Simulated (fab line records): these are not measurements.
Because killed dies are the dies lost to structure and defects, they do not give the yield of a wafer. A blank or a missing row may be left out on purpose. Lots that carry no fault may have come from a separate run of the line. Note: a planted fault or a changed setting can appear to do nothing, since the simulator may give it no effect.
Comparing a struck lot with a sound one    flow n5 finfet    14 out of 1938 route steps
Sound: these wafers, L877.2, L877.3, L877.4. Wafers L875.1, L875.4, L875.5 were the ones struck. Last of all comes the cause.
Each step with rows lists, per side, the tool, then ch with its chambers, then its first start. Under that, the readings that differ: sound wafers    struck wafers    difference of the means    sigmas: that difference in standard deviations of wafers without a fault.
alike: a reading whose means differ by less than 2 such deviations, as well as words and numbers matching on both sides. not compared: withheld readings; readings where some wafer has no value; bounds like >300 that might hide an equal value; numbers whose values overlap and for which the record gives no deviation.
The two part at a step that has a row with sigmas, a row that says differs or no value, or rows on one side only. Numbers that don't overlap but have no deviation are shown without sigmas and don't part them. A reading that every wafer of one side lacks parts them only if that side has two wafers or more.

N5_BEOL_M14_THK_MEAS_50: measures by xrf.
  sound on film metro-01 at day 15 04:35; struck on film metro-01 at day 14 07:47
  alike: M14_THK
then, 1 step without rows for these wafers: N5_BEOL_M14_PRE_CLEAN_52 (time 15 s).
N5_BEOL_M14_DEP_53: deposits SiCN from 3MS/NH3, target thk 50 nm, time 17.8 s.
  sound on pecvd-01 ch 1,2, day 15 04:39; struck on pecvd-04 ch 1,2, day 14 07:50
  alike: showerhead plenum p Torr, throttle valve pct
N5_BEOL_M14_RS_MEAS_54: uses a four-point probe to measure.
  sound on film metro-01 at day 15 04:43; struck on film metro-02 at day 14 07:55
  alike: M14_RS
N5_BEOL_M14_INSPECT_55: inspects for defects (darkfield).
  sound on defect inspect-02 at day 15 04:45; struck on defect inspect-01 at day 14 07:56
  alike: raw defect count
N5_BEOL_M15_ILD_DEP_00: deposits SiO2 from TEOS/O2, target thk 1629.3 nm, time 346.1 s.
  sound on pecvd-02 ch 0,2, day 15 04:47; struck on pecvd-02 ch 0,2, day 14 07:58
  alike: heater power w, showerhead plenum p Torr, throttle valve pct
N5_BEOL_M15_THK_MEAS_01:
  sound on film metro-02 at day 15 05:02; struck on film metro-02 at day 14 08:13
reading           sound           struck          difference  sigmas
M15_ILD_THK (nm)  1640 1666 1680  1617 1625 1617  -42         -2
then, 5 steps without rows for these wafers: N5_BEOL_M15_COAT_58 (time 60 s, resist thk 89 nm); N5_BEOL_M15_COAT_04 (resist thk 800 nm); N5_BEOL_M15_EBR_06; N5_BEOL_M15_SOFTBAKE_05 (time 60 s); N5_BEOL_M15_EXPOSE_07 (exposes mask V14).
N5_BEOL_M15_PEB_08: peb time 90 s.
  struck on litho track-03, day 14 08:32; sound on litho track-03 ch 0, day 15 05:21
  no value came back on the struck wafers for chill plate temp C (C), exhaust pa (Pa), plate temp C (C); on the sound wafers chill plate temp C (C) reads 23.14 23.07 23.04
then, 1 step without rows for these wafers: N5_BEOL_M15_DEVELOP_09 (develop time 45 s).

## WHERE THEY PART
First at N5_BEOL_M15_THK_MEAS_01; last, within this record, at N5_BEOL_M15_PEB_08.

WHY: whatever the simulator had introduced
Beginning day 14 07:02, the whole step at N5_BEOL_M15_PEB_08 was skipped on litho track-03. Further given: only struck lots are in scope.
